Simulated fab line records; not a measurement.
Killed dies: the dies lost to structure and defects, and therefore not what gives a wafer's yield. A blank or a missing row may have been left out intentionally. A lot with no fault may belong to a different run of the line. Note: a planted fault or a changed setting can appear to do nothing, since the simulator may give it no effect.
Chamber matching + flow n5Finfet + N5_HKMG_FIN_ETCH_55 on rieDiel-04 has 4 sister chambers
The step etches SOC in N2/H2, target depth 240 nm, time 300 s. 4 wafers are shown with their chamber, then 12 later ones without.

EACH WAFER AND ITS CHAMBER
| wafer  | chamber | showerheadPlenumPTorr (Torr) |
|--------|---------|------------------------------|
| L082.5 | 1       | 2.71                         |
| L092.1 | 3       | 2.69                         |
| L092.2 | 2       | 2.63                         |
| L092.3 | 0       | 2.47                         |

WAFERS MISSING THEIR CHAMBER
| wafer  | showerheadPlenumPTorr (Torr) |
|--------|------------------------------|
| L094.1 | 2.69                         |
| L094.2 | 2.47                         |
| L094.3 | 2.63                         |
| L094.4 | 2.70                         |
| L094.5 | 2.47                         |
| L094.6 | 2.70                         |
| L096.1 | 2.62                         |
| L096.2 | 2.46                         |
| L096.3 | 2.70                         |
| L096.4 | 2.68                         |
| L096.5 | 2.70                         |
| L096.6 | 2.62                         |

WHICH CHAMBER EACH WENT THROUGH
| wafer  | from the rows above     | in truth |
|--------|-------------------------|----------|
| L094.1 | 3                       | 3        |
| L094.2 | 0                       | 0        |
| L094.3 | 2                       | 2        |
| L094.4 | can't be placed: 1 or 3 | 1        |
| L094.5 | 0                       | 0        |
| L094.6 | can't be placed: 1 or 3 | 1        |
| L096.1 | 2                       | 2        |
| L096.2 | 0                       | 0        |
| L096.3 | can't be placed: 1 or 3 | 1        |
| L096.4 | 3                       | 3        |
| L096.5 | can't be placed: 1 or 3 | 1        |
| L096.6 | 2                       | 2        |
Placed correctly: 8 of 12. Unplaceable from these rows: 4, with the true chamber sitting among the candidates in 4. Number placed wrongly: 0.
How it was worked out, from the rows above alone: a wafer's distance from a chamber is the root of the sum, over the readings, of the square of ((its reading less the chamber's mean) divided by the reading's scatter). If the next closest chamber is less than 2 further off than the closest, the wafer can't be placed; otherwise it belongs to the closest. The mean given for a chamber averages the wafers shown for that chamber. The scatter: root of mean squared gap, hidden wafer to nearest shown wafer, with one shown wafer a chamber.
